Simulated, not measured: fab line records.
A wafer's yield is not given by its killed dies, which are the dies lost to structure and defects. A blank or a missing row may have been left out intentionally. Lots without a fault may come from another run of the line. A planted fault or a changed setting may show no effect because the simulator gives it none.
Matching of chambers || flow n5-finfet || 4 sister chambers for N5_GATE_CUT_HM_OPEN_40 on rie-diel-06
The step chemistry C4F6/O2, target SiO2, target depth 139 nm, time 85.1 s. 4 wafers are shown with their chamber, then 7 later ones without.

== WAFERS PAIRED WITH THEIR CHAMBERS ==
{"wafer": "L086.1", "chamber": 3, "showerhead-plenum-p-Torr (Torr)": 3.01}
{"wafer": "L087.6", "chamber": 1, "showerhead-plenum-p-Torr (Torr)": 2.88}
{"wafer": "L088.2", "chamber": 0, "showerhead-plenum-p-Torr (Torr)": 2.75}
{"wafer": "L088.5", "chamber": 2, "showerhead-plenum-p-Torr (Torr)": 2.84}

== WAFERS MISSING THEIR CHAMBER ==
{"wafer": "L088.6", "showerhead-plenum-p-Torr (Torr)": 2.88}
{"wafer": "L094.4", "showerhead-plenum-p-Torr (Torr)": 3.00}
{"wafer": "L094.5", "showerhead-plenum-p-Torr (Torr)": 3.00}
{"wafer": "L094.6", "showerhead-plenum-p-Torr (Torr)": 2.75}
{"wafer": "L097.4", "showerhead-plenum-p-Torr (Torr)": 3.00}
{"wafer": "L097.5", "showerhead-plenum-p-Torr (Torr)": 3.00}
{"wafer": "L097.6", "showerhead-plenum-p-Torr (Torr)": 2.83}

== EACH ONE'S CHAMBER ==
{"wafer": "L088.6", "from the rows above": 1, "in truth": 1}
{"wafer": "L094.4", "from the rows above": 3, "in truth": 3}
{"wafer": "L094.5", "from the rows above": 3, "in truth": 3}
{"wafer": "L094.6", "from the rows above": 0, "in truth": 0}
{"wafer": "L097.4", "from the rows above": 3, "in truth": 3}
{"wafer": "L097.5", "from the rows above": 3, "in truth": 3}
{"wafer": "L097.6", "from the rows above": 2, "in truth": 2}
Correctly placed: 7 of 7. Can't be placed from these rows: 0. Number placed wrongly: 0.
How it was worked out, from the rows above alone: a wafer's distance from a chamber is the root of the sum, over the readings, of the square of ((its reading less the chamber's mean) divided by the reading's scatter). The wafer belongs to the nearest chamber; if the next one is less than 2 further off, it can't be placed. The mean given for a chamber averages the wafers shown for that chamber. The scatter: with one shown wafer a chamber, the root of the mean of the squares of how far each hidden wafer lies from its nearest shown one.
